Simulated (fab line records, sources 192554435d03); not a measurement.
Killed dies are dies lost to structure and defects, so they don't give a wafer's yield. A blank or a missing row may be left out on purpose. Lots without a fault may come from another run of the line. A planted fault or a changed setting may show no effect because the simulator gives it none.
fab line records | flow n5_finfet | part 1 of 2: steps 1 to 19 of 20
record lots=6 wafers=18 last_day=17
route steps=1938 shown BEOL_M4@1047 PASSIVATION@1936
lots that met no fault: from a run of the same line without faults
start_h: hours from the record's first day to the start of the lot's first wafer shown | wait_h: hours since the lot's step before | " the same as in the row above | L1.1+2: a row that stands for several wafers | - no value, or no start given | * or withheld: withheld | < > ~ a bound
route shown NAME@n: a module of which the file shows steps, and the number in the route of the first | usual: mean/standard deviation of fault-free wafers | same: alike in all rows | chamber/n: place in a boat | sites: the reading at each site | _std_site: their standard deviation | _edge_site: outer sites' mean less inner sites' | radius_mm: how far each site lies from the wafer's centre | mask NAME#n: copy n | behind: the tool/chamber that last shaped the wafer | hold: why the lot was held/for how many hours/how that ended | device: the transistor (n, p or np) that didn't switch | end of line: the same wafers' tests at the end of the route | a step without rows: its recipe alone | killed: dies lost to structure and defects at the first sort, not the wafer's yield | map: a wafer's dies, x killed, . not, _ none there
set.NAME: the setting as run; set.NAME@STEP: as run at that earlier step | model.NAME: the simulator's own value behind a step, which no gauge read
lots at some steps of the route; a table a step, a row a wafer
services: from which hour (start_h, from the record's first day; less than 0 if before it) a tool's chamber was out of use, for how many hours, and why
## steps
# step N5_BEOL_M4_COAT_67
# recipe resist=SOC temp_c=250 time_s=60 spin_rpm=1500 resist_thk_nm=60
# step N5_BEOL_M4_COAT_68
# recipe resist=SiARC temp_c=220 time_s=60 spin_rpm=1500 resist_thk_nm=12
# step N5_BEOL_M4_COAT_76
# recipe resist=underlayer temp_c=205 time_s=60 spin_rpm=1500 resist_thk_nm=5
# step N5_BEOL_M4_COAT_22
# recipe resist=CAR-EUV spin_rpm=1500 resist_thk_nm=30
# step N5_BEOL_M4_EBR_24
# recipe solvent=PGMEA ebr_width_mm=1.5
# step N5_BEOL_M4_SOFTBAKE_23
# recipe temp_c=110 time_s=60 resist=CAR-EUV
# step N5_BEOL_M4_EXPOSE_25
# recipe mask_id=V3 na=0.33 source_shape=quasar sigma_inner=0.2 sigma_outer=0.8 polarization=unpolarized defocus_nm=5 dose_mj=63
# step N5_BEOL_M4_PEB_26
# recipe peb_temp_c=100 peb_time_s=60 resist=CAR-EUV
# step N5_BEOL_M4_DEVELOP_27
# recipe develop_time_s=30 developer=TMAH resist=CAR-EUV rinse_liquid=surfactant_rinse dry=air_spin dev_temp_c=23
# step N5_BEOL_M4_CD_MEAS_28
# recipe target_cd_nm=26.2 landing_energy_ev=500 detector=se_inlens target_cd_y_nm=24.1 polarity=opening
# usual cd_nm=26.10/0.22
# columns lot.wafer tool chamber start_h wait_h cd_nm
L730.3 cd_sem-01 0 166.66 - 25.99
L730.5 " 0 " " 26.06
L730.6 " 0 " " 26.25
L733.1 cd_sem-02 0 196.46 - 26.28
L733.5 " 0 " " 26.14
L733.6 " 0 " " 26.16
L741.1 cd_sem-02 0 228.29 - 25.67
L741.2 " 0 " " 26.13
L741.5 " 0 " " 26.11
L740.3 cd_sem-03 0 232.00 - 26.11
L740.4 " 0 " " 26.33
L740.5 " 0 " " 26.27
L744.1 cd_sem-03 0 271.89 - 26.65
L744.2 " 0 " " 26.24
L744.5 " 0 " " 26.34
L747.1 cd_sem-03 0 275.73 - 26.03
L747.2 " 0 " " 25.88
L747.3 " 0 " " 26.02
# step N5_BEOL_M4_OVL_MEAS_29
# recipe points_per_wafer=522
# usual V3_OVL=-0.2/0.54
# columns lot.wafer tool chamber start_h wait_h V3_OVL[nm]
L730.3 overlay-01 0 166.70 0.0 -1.3
L730.5 " 0 " " -1.1
L730.6 " 0 " " -1.0
L733.1 overlay-01 0 196.49 0.0 0.4
L733.5 " 0 " " 0.6
L733.6 " 0 " " -0.7
L741.1 overlay-02 0 228.32 0.0 -0.1
L741.2 " 0 " " -0.1
L741.5 " 0 " " -0.7
L740.3 overlay-01 0 232.04 0.0 0.2
L740.4 " 0 " " -0.6
L740.5 " 0 " " -0.1
L744.1 overlay-01 0 271.92 0.0 0.3
L744.2 " 0 " " -0.4
L744.5 " 0 " " 0.3
L747.1 overlay-02 0 275.76 0.0 -0.1
L747.2 " 0 " " -0.9
L747.3 " 0 " " -0.4
# step N5_BEOL_M4_INSPECT_30
# recipe mode=adi inspect_instrument=brightfield
# usual raw_defect_count=390/83
# columns lot.wafer tool chamber start_h wait_h raw_defect_count
L730.3 defect_inspect-01 - 166.75 0.0 357
L730.5 " - " " 237
L730.6 " - " " 310
L733.1 defect_inspect-01 - 196.55 0.1 480
L733.5 " - " " 462
L733.6 " - " " 339
L741.1 defect_inspect-02 - 228.38 0.1 490
L741.2 " - " " 244
L741.5 " - " " 461
L740.3 defect_inspect-01 - 232.09 0.0 366
L740.4 " - " " 273
L740.5 " - " " 332
L744.1 defect_inspect-01 - 271.98 0.1 378
L744.2 " - " " 253
L744.5 " - " " 357
L747.1 defect_inspect-01 - 275.82 0.1 474
L747.2 " - " " 379
L747.3 " - " " 398
# step N5_BEOL_M4_DESCUM_33
# recipe chemistry=O2 time_s=7 source_power_w=50 bias_power_w=20 pressure_mtorr=20 rf_frequency_hz=2.712e+07 temp_c=40 resist=CAR-EUV o2_flow_sccm=225
# usual drypump_motor_current_A=5.6/0.49 oes_product_au=0.80/0.096 rf_fwd_power_W=49.31/0.22 rf_vpp_V=243.2/1.4 showerhead_plenum_p_Torr=2.10/0.078 throttle_valve_pct=20.42/0.19
# columns lot.wafer tool chamber start_h wait_h drypump_motor_current_A oes_product_au rf_fwd_power_W rf_hours_counter_h rf_vpp_V showerhead_plenum_p_Torr throttle_valve_pct model.CAR-EUV_of_BEOL_M4_COAT_22.thk_nm
L730.3 rie_diel-04 2 166.84 0.1 5.7 0.80 49.43 101 242.2 2.03 20.41 26.2
L730.5 " 0 " " 5.5 0.67 49.34 - 243.4 2.15 20.45 26
L730.6 " 1 " " 6.2 0.72 49.35 - 244.1 2.09 20.57 26
L733.1 rie_diel-03 2 196.58 0.0 6.2 0.72 49.14 187 243.0 2.07 20.40 26
L733.5 " 2 " " 6.2 0.72 49.15 - 243.3 2.07 20.41 26
L733.6 " 3 " " 4.8 0.77 49.25 - 243.3 2.12 20.72 26
L741.1 rie_diel-04 1 228.41 0.0 6.2 0.71 49.45 206 241.9 2.08 20.59 25.8
L741.2 " 2 " " 5.7 0.79 49.03 128 241.1 2.02 20.44 26
L741.5 " 1 " " 6.2 0.70 49.18 - 242.9 2.08 20.61 26
L740.3 rie_diel-04 1 232.12 0.0 6.2 0.69 49.57 206 243.3 2.08 20.57 25.8
L740.4 " 0 " " 5.5 0.98 49.75 3 243.0 2.14 20.05 25.8
L740.5 " 1 " " 6.2 0.70 49.43 - 241.0 2.08 20.59 26.2
L744.1 rie_diel-01 0 272.15 0.2 5.7 0.77 49.21 124 241.6 2.02 20.26 26
L744.2 " 2 " " 5.0 0.92 49.53 34 246.8 2.24 20.53 26
L744.5 " 0 " " 5.7 0.79 49.00 - 241.6 2.02 20.26 26
L747.1 rie_diel-01 0 275.85 0.0 5.7 0.78 48.94 126 241.5 2.02 20.26 26
L747.2 " 3 " " 5.9 0.72 49.55 164 242.2 2.09 20.67 26
L747.3 " 2 " " 5.0 0.91 49.63 35 245.0 2.24 20.50 26
# step N5_BEOL_M4_ETCH_77
# recipe chemistry=N2/H2 target=underlayer target_depth_a=65 mask_material=CAR-EUV time_s=5.2 ion_energy_ev=200 pressure_mtorr=30 source_w=840 bias_w=150 n2_flow_sccm=200 h2_flow_sccm=200 ends=cleared
# usual drypump_motor_current_A=5.6/0.49 etch_rf_on_time_s=5.22/0.1 n2_flow_sccm=200.0/0.65 oes_product_au=0.68/0.082 rf_fwd_power_W=819.3/2.7 rf_vpp_V=523.8/2.8 showerhead_plenum_p_Torr=2.54/0.091 throttle_valve_pct=17.84/0.2
# columns lot.wafer tool chamber start_h wait_h drypump_motor_current_A etch_rf_on_time_s n2_flow_sccm oes_product_au rf_fwd_power_W rf_hours_counter_h rf_vpp_V showerhead_plenum_p_Torr throttle_valve_pct
L730.3 rie_diel-04 2 166.87 0.0 5.7 5.08 201.4 0.70 819.6 101 519.6 2.46 17.87
L730.5 " 0 " " 5.4 5.18 198.7 0.58 815.0 - 525.9 2.61 17.83
L730.6 " 1 " " 6.2 5.37 199.7 0.61 822.7 - 522.8 2.55 18.07
L733.1 rie_diel-03 2 196.61 0.0 6.2 5.37 200.2 0.60 822.9 187 522.5 2.52 17.86
L733.5 " 2 " " 6.2 5.32 199.7 0.62 821.0 - 524.0 2.52 17.86
L733.6 " 3 " " 4.8 5.27 201.3 0.64 813.4 - 522.5 2.54 17.86
L741.1 rie_diel-04 1 228.45 0.0 6.2 5.34 198.7 0.59 818.9 206 521.1 2.54 18.12
L741.2 " 2 " " 5.7 5.14 200.0 0.68 819.9 128 522.4 2.45 17.91
L741.5 " 1 " " 6.2 5.33 199.8 0.60 817.0 - 524.9 2.54 18.09
L740.3 rie_diel-04 1 232.16 0.0 6.2 5.36 199.6 0.59 817.8 206 521.6 2.54 18.14
L740.4 " 0 " " 5.5 5.05 201.5 0.85 817.5 3 521.6 2.60 17.41
L740.5 " 1 " " 6.2 5.35 200.1 0.59 819.6 - 522.7 2.54 18.08
L744.1 rie_diel-01 0 272.19 0.0 5.7 5.31 200.4 0.66 822.2 124 521.3 2.45 17.66
L744.2 " 2 " " 5.0 5.24 200.7 0.77 814.9 34 525.0 2.69 17.72
L744.5 " 0 " " 5.7 5.28 200.7 0.66 817.2 - 521.4 2.45 17.64
L747.1 rie_diel-01 0 275.89 0.0 5.7 5.25 199.9 0.67 821.0 126 519.7 2.45 17.65
L747.2 " 3 " " 5.9 5.25 198.6 0.63 821.2 164 522.7 2.53 18.11
L747.3 " 2 " " 5.0 5.23 198.9 0.77 821.0 35 529.5 2.69 17.74
# step N5_BEOL_M4_ETCH_69
# recipe chemistry=CF4 target=SiARC target_depth_a=156 mask_material=CAR-EUV time_s=26 ion_energy_ev=80 pressure_mtorr=40 source_w=545 bias_w=36 Ar_flow_sccm=100 cf4_flow_sccm=100 ends=cleared
# usual drypump_motor_current_A=5.6/0.48 etch_rf_on_time_s=26.0/0.55 mfc_ar_sccm=99.97/0.3 oes_product_au=0.68/0.083 rf_fwd_power_W=531.7/1.7 rf_vpp_V=184.1/1.2 showerhead_plenum_p_Torr=2.14/0.074 throttle_valve_pct=15.60/0.18
# columns lot.wafer tool chamber start_h wait_h drypump_motor_current_A etch_rf_on_time_s mfc_ar_sccm oes_product_au rf_fwd_power_W rf_hours_counter_h rf_vpp_V showerhead_plenum_p_Torr throttle_valve_pct
L730.3 rie_diel-04 2 166.89 0.0 5.7 26.2 99.68 0.69 530.0 101 183.2 2.07 15.53
L730.5 " 0 " " 5.5 25.5 99.87 0.58 530.8 - 184.5 2.20 15.73
L730.6 " 1 " " 6.2 26.7 99.57 0.61 531.4 - 183.8 2.13 15.70
L733.1 rie_diel-03 2 196.63 0.0 6.2 26.8 99.95 0.61 531.2 187 185.2 2.14 15.71
L733.5 " 2 " " 6.2 26.9 100.48 0.60 533.6 - 183.8 2.14 15.70
L733.6 " 3 " " 4.8 25.9 99.97 0.65 532.3 - 184.3 2.15 15.81
L741.1 rie_diel-04 1 228.46 0.0 6.2 26.2 100.09 0.60 533.7 206 184.4 2.12 15.74
L741.2 " 2 " " 5.7 25.8 100.11 0.67 530.6 128 183.5 2.07 15.58
L741.5 " 1 " " 6.2 26.1 100.37 0.60 533.1 - 183.9 2.12 15.75
L740.3 rie_diel-04 1 232.17 0.0 6.2 26.6 100.02 0.60 534.1 206 183.5 2.12 15.76
L740.4 " 0 " " 5.5 24.9 99.57 0.86 531.7 3 183.7 2.20 15.22
L740.5 " 1 " " 6.2 26.4 99.96 0.59 531.5 - 183.1 2.12 15.74
L744.1 rie_diel-01 0 272.20 0.0 5.7 26.4 100.19 0.66 530.0 124 183.3 2.07 15.46
L744.2 " 2 " " 5.0 25.8 100.02 0.78 533.4 34 186.2 2.26 15.52
L744.5 " 0 " " 5.7 26.3 100.10 0.66 531.0 - 182.9 2.07 15.46
L747.1 rie_diel-01 0 275.91 0.0 5.6 26.3 99.55 0.66 530.9 126 182.3 2.07 15.46
L747.2 " 3 " " 5.9 26.9 99.62 0.63 533.4 164 183.4 2.13 15.80
L747.3 " 2 " " 5.0 26.1 100.02 0.77 531.7 35 186.6 2.26 15.53
# step N5_BEOL_M4_ALD_98
# recipe material=SiO2 target_thk_a=25 temp_c=100 ald_precursor_family=BDEAS ald_co_reactant=O2-plasma pulse_time_s=1 co_reactant_pulse_time_s=1 purge_time_s=2 co_reactant_purge_time_s=2 ald_cycles=17 pressure_torr=2
# usual heater_power_w=81/11 precursor_pulse_height_rel=0.999/0.02 susceptor_temp_C=99.99/0.12
# columns lot.wafer tool chamber start_h wait_h heater_power_w precursor_pulse_height_rel susceptor_temp_C
L730.3 ald_sin-02 3 166.97 0.1 82 0.989 99.92
L730.5 " 2 " " 64 1.003 100.08
L730.6 " 3 " " 81 1.015 99.98
L733.1 ald_sin-01 1 197.17 0.5 103 0.994 99.80
L733.5 " 3 " " 72 0.997 99.88
L733.6 " 0 " " 69 0.978 99.92
L741.1 ald_sin-01 1 228.56 0.1 100 0.985 100.15
L741.2 " 0 " " 67 1.006 100.03
L741.5 " 1 " " 101 1.002 99.87
L740.3 ald_sin-02 2 233.82 1.6 65 1.003 100.04
L740.4 " 0 " " 82 0.998 100.26
L740.5 " 1 " " 93 0.985 99.82
L744.1 ald_sin-02 1 272.29 0.1 95 1.013 99.89
L744.2 " 3 " " 81 1.008 99.90
L744.5 " 3 " " 81 0.987 99.73
L747.1 ald_sin-02 2 275.99 0.1 67 0.992 100.06
L747.2 " 0 " " 83 1.030 99.80
L747.3 " 3 " " 85 0.987 99.97
# step N5_BEOL_M4_ETCHBACK_99
# recipe chemistry=CHF3 target=SiO2 target_depth_a=50 time_s=10.4 source_w=215 bias_w=47 Ar_flow_sccm=200 CHF3_flow_sccm=12 ion_energy_ev=100 pressure_mtorr=30
# usual drypump_motor_current_A=5.6/0.46 mfc_ar_sccm=200.0/0.6 oes_product_au=0.79/0.095 rf_fwd_power_W=212.2/1 rf_vpp_V=242/4.6 showerhead_plenum_p_Torr=2.15/0.078 throttle_valve_pct=17.06/0.17
# same time_s=10.4
# columns lot.wafer tool chamber start_h wait_h drypump_motor_current_A mfc_ar_sccm oes_product_au rf_fwd_power_W rf_hours_counter_h rf_vpp_V showerhead_plenum_p_Torr throttle_valve_pct model.CAR-EUV_of_BEOL_M4_COAT_22.thk_nm
L730.3 rie_diel-04 1 167.22 0.2 6.2 201.0 0.72 212.0 179 241 2.14 17.19 10.6
L730.5 " 0 " " 5.5 198.6 0.68 211.7 - 232 2.21 17.15 10.4
L730.6 " 2 " " 5.7 200.7 0.81 212.4 - 250 2.08 17.00 10.4
L733.1 rie_diel-04 1 197.70 0.5 6.2 200.2 0.71 212.3 192 240 2.14 17.21 10.4
L733.5 " 1 " " 6.2 200.0 0.71 213.0 - 241 2.14 17.21 10.2
L733.6 " 0 " " 5.5 199.7 0.68 213.9 - 233 2.21 17.17 10.2
L741.1 rie_diel-04 0 235.27 6.7 5.5 200.2 1.00 213.1 4 233 2.21 16.69 10
L741.2 " 2 " " 5.7 200.4 0.79 211.2 130 247 2.07 17.04 10.4
L741.5 " 0 " " 5.5 199.9 1.00 212.6 - 234 2.21 16.69 10.4
L740.3 rie_diel-01 2 245.53 11.7 5.0 201.0 0.93 211.8 24 239 2.27 16.93 10
L740.4 " 0 " " 5.7 199.9 0.80 211.7 112 238 2.07 16.85 10
L740.5 " 0 " " 5.7 200.2 0.79 211.2 - 239 2.07 16.85 10.4
L744.1 rie_diel-01 3 278.71 6.4 5.9 199.7 0.73 213.2 165 246 2.14 17.23 10.4
L744.2 " 1 " " 5.1 200.7 0.98 211.4 3 242 2.31 16.93 10.2
L744.5 " 2 " " 5.0 200.2 0.90 212.3 - 240 2.26 16.97 10.4
L747.1 rie_diel-03 1 279.18 3.1 6.4 199.3 0.71 212.9 215 244 2.04 16.97 10.4
L747.2 " 0 " " 5.1 199.7 0.83 210.3 87 250 2.28 16.98 10.4
L747.3 " 3 " " 4.8 200.8 0.73 211.9 149 236 2.15 17.27 10.4
# step N5_BEOL_M4_ETCH_70
# recipe chemistry=N2/H2 target=SOC target_depth_a=800 overetch_a=240 mask_material=SiARC temp_c=40 time_s=130 ion_energy_ev=200 pressure_mtorr=30 source_w=840 bias_w=150 n2_flow_sccm=200 h2_flow_sccm=200
# usual drypump_motor_current_A=5.6/0.46 n2_flow_sccm=200.0/0.62 oes_product_au=0.58/0.064 rf_fwd_power_W=835.6/2.6 rf_vpp_V=523.9/2.7 showerhead_plenum_p_Torr=2.55/0.09 throttle_valve_pct=17.81/0.21
# same time_s=130
# columns lot.wafer tool chamber start_h wait_h drypump_motor_current_A n2_flow_sccm oes_product_au rf_fwd_power_W rf_hours_counter_h rf_vpp_V showerhead_plenum_p_Torr throttle_valve_pct
L730.3 rie_diel-04 1 167.26 0.0 6.2 199.6 0.53 831.3 179 522.4 2.55 18.03
L730.5 " 0 " " 5.5 199.6 0.51 835.5 - 525.2 2.61 17.83
L730.6 " 2 " " 5.7 200.7 0.60 832.9 - 522.3 2.46 17.82
L733.1 rie_diel-04 1 197.74 0.0 6.2 199.8 0.53 836.1 192 523.4 2.55 18.02
L733.5 " 1 " " 6.2 200.3 0.53 839.9 - 525.1 2.55 18.04
L733.6 " 0 " " 5.5 200.5 0.50 831.3 - 525.7 2.61 17.83
L741.1 rie_diel-04 0 235.31 0.0 5.5 200.5 0.71 839.1 4 525.8 2.60 17.39
L741.2 " 2 " " 5.7 199.9 0.58 830.8 130 521.4 2.45 17.87
L741.5 " 0 " " 5.5 199.5 0.71 837.3 - 524.9 2.60 17.37
L740.3 rie_diel-01 2 245.56 0.0 5.0 200.6 0.68 835.3 24 527.6 2.69 17.66
L740.4 " 0 " " 5.7 199.1 0.58 835.7 112 521.3 2.45 17.59
L740.5 " 0 " " 5.7 199.6 0.58 835.7 - 522.3 2.45 17.61
L744.1 rie_diel-01 3 278.74 0.0 5.9 199.5 0.55 836.8 165 523.0 2.53 18.08
L744.2 " 1 " " 5.1 200.2 0.71 835.9 3 529.0 2.74 17.74
L744.5 " 2 " " 5.0 199.8 0.66 834.6 - 528.1 2.69 17.70
L747.1 rie_diel-03 1 279.22 0.0 6.3 199.7 0.53 835.9 215 521.2 2.43 17.83
L747.2 " 0 " " 5.1 198.5 0.62 832.1 87 527.5 2.69 17.68
L747.3 " 3 " " 4.8 200.1 0.55 837.5 149 525.6 2.53 17.86
# step N5_BEOL_M4_RC_MEAS_101
# usual DIBL_N=36.4/1.6 DIBL_P=35.9/2 IOFF_N=0.152/0.03 IOFF_P=0.20/0.032 ION_N=670/12 ION_P=459/7.3 SS_N=71.6/0.55 SS_P=73.2/0.69 VT_N=251/3.5 VT_P=-252/3.2
# columns lot.wafer tool chamber start_h wait_h DIBL_N[mV/V] DIBL_P[mV/V] IOFF_N[nA/um] IOFF_P[nA/um] ION_N[uA/um] ION_P[uA/um] SS_N[mV/dec] SS_P[mV/dec] VT_N[mV] VT_P[mV]
L730.3 prober-02 0 173.61 0.3 35.7 33.3 0.134 0.18 670 456 70.8 72.0 252 -249
L730.5 " 0 " " 39.9 37.9 0.225 0.25 694 467 72.3 73.2 243 -247
L730.6 " 0 " " 39.4 38.4 0.197 0.26 687 469 71.3 74.3 246 -248
L733.1 prober-01 0 201.97 0.0 36.6 37.8 0.167 0.20 677 463 70.8 73.3 250 -251
L733.5 " 0 " " 34.8 36.5 0.145 0.19 678 463 70.6 72.5 250 -251
L733.6 " 0 " " 36.3 37.2 0.163 0.20 679 465 71.1 72.9 250 -252
L741.1 prober-01 0 241.53 0.0 35.8 35.2 0.130 0.18 666 453 71.1 73.6 253 -253
L741.2 " 0 " " 36.2 35.3 0.146 0.19 666 458 72.4 73.7 251 -251
L741.5 " 0 " " 35.9 35.9 0.143 0.19 677 466 71.9 73.7 251 -251
L740.3 prober-02 0 250.04 0.3 35.4 33.6 0.131 0.17 672 457 71.5 72.7 256 -251
L740.4 " 0 " " 36.2 35.5 0.154 0.20 672 459 71.4 72.9 252 -249
L740.5 " 0 " " 36.1 35.2 0.146 0.20 671 457 71.4 73.0 253 -249
L744.1 prober-02 0 283.34 0.0 36.6 35.1 0.141 0.20 668 461 71.0 72.7 252 -251
L744.2 " 0 " " 38.6 38.1 0.177 0.24 680 462 71.8 74.5 251 -249
L744.5 " 0 " " 36.8 37.0 0.155 0.22 673 471 71.5 73.9 248 -250
L747.1 prober-01 0 285.05 0.0 36.0 36.5 0.160 0.20 670 463 71.7 72.9 249 -250
L747.2 " 0 " " 39.9 40.5 0.245 0.26 687 461 72.9 73.9 245 -248
L747.3 " 0 " " 35.9 37.1 0.158 0.21 667 463 71.7 74.1 251 -249
## key
first_sign none at tools or gauges
model_effect step=N5_BEOL_M4_DESCUM_33 value=CAR-EUV_of_BEOL_M4_COAT_22.thk_nm without=26.2 struck=25.8
model_effect step=N5_BEOL_M4_ETCHBACK_99 value=CAR-EUV_of_BEOL_M4_COAT_22.thk_nm without=10.4 struck=10
met_at N5_BEOL_M4_DESCUM_33
struck_wafers L740.3,L740.4,L741.1
onset_between 166.84 228.41
fault kind=process_parameter_drift tool=rie_diel-04 chamber=- onset_h=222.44 steps=N5_BEOL_M4_DESCUM_33 channel=time_s offset=* shape=step end_h=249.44 scope=struck_wafers_only acts_in=* stated=*
